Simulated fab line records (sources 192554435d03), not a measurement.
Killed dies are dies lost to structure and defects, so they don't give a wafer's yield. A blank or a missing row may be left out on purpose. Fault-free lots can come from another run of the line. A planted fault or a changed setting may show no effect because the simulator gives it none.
Matching of chambers / flow n5Finfet / N5_FIN_SAQP_PECVD_47 on pecvd-04 has 3 sister chambers
The step deposits a-Si from SiH4/He, target thk 45 nm, time 36.3 s. 6 wafers are shown with their chamber, then 10 later ones without.

== WAFERS PAIRED WITH THEIR CHAMBERS ==
wafer=L081.6; chamber=0; throttleValvePct (%)=19.5; showerheadPlenumPTorr (Torr)=5.69
wafer=L086.2; chamber=0; throttleValvePct (%)=19.7; showerheadPlenumPTorr (Torr)=5.71
wafer=L088.2; chamber=2; throttleValvePct (%)=17.1; showerheadPlenumPTorr (Torr)=5.62
wafer=L088.4; chamber=1; throttleValvePct (%)=17.5; showerheadPlenumPTorr (Torr)=5.68
wafer=L089.2; chamber=2; throttleValvePct (%)=17.1; showerheadPlenumPTorr (Torr)=5.63
wafer=L089.3; chamber=1; throttleValvePct (%)=17.5; showerheadPlenumPTorr (Torr)=5.67

== WAFERS MISSING THEIR CHAMBER ==
wafer=L089.5; throttleValvePct (%)=17.2; showerheadPlenumPTorr (Torr)=5.62
wafer=L091.1; throttleValvePct (%)=17.6; showerheadPlenumPTorr (Torr)=5.66
wafer=L091.3; throttleValvePct (%)=17.2; showerheadPlenumPTorr (Torr)=5.61
wafer=L091.6; throttleValvePct (%)=17.2; showerheadPlenumPTorr (Torr)=5.63
wafer=L094.1; throttleValvePct (%)=17.1; showerheadPlenumPTorr (Torr)=5.66
wafer=L094.2; throttleValvePct (%)=20.0; showerheadPlenumPTorr (Torr)=5.71
wafer=L094.3; throttleValvePct (%)=17.0; showerheadPlenumPTorr (Torr)=5.63
wafer=L097.1; throttleValvePct (%)=17.3; showerheadPlenumPTorr (Torr)=5.61
wafer=L097.2; throttleValvePct (%)=17.5; showerheadPlenumPTorr (Torr)=5.69
wafer=L097.5; throttleValvePct (%)=19.9; showerheadPlenumPTorr (Torr)=5.72

== WHICH CHAMBER EACH WENT THROUGH ==
wafer=L089.5; from the rows above=2; in truth=2
wafer=L091.1; from the rows above=1; in truth=1
wafer=L091.3; from the rows above=2; in truth=2
wafer=L091.6; from the rows above=2; in truth=2
wafer=L094.1; from the rows above=can't be placed: 2 or 1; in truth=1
wafer=L094.2; from the rows above=0; in truth=0
wafer=L094.3; from the rows above=2; in truth=2
wafer=L097.1; from the rows above=2; in truth=2
wafer=L097.2; from the rows above=1; in truth=1
wafer=L097.5; from the rows above=0; in truth=0
Correct placement for 9 of the 10. Unplaceable from these rows: 1, with the true chamber sitting among the candidates in 1. Placed wrongly: 0.
How it was worked out, from the rows above alone: a wafer's distance from a chamber is the root of the sum, over the readings, of the square of ((its reading less the chamber's mean) divided by the reading's scatter). The wafer belongs to the nearest chamber; if the next one is less than 2 further off, it can't be placed. Each chamber's mean is taken over the wafers shown for it. How the scatter is found: for the shown wafers, subtract from each reading the mean of its chamber, square and add these, divide the total by (wafers less chambers), then take the root.
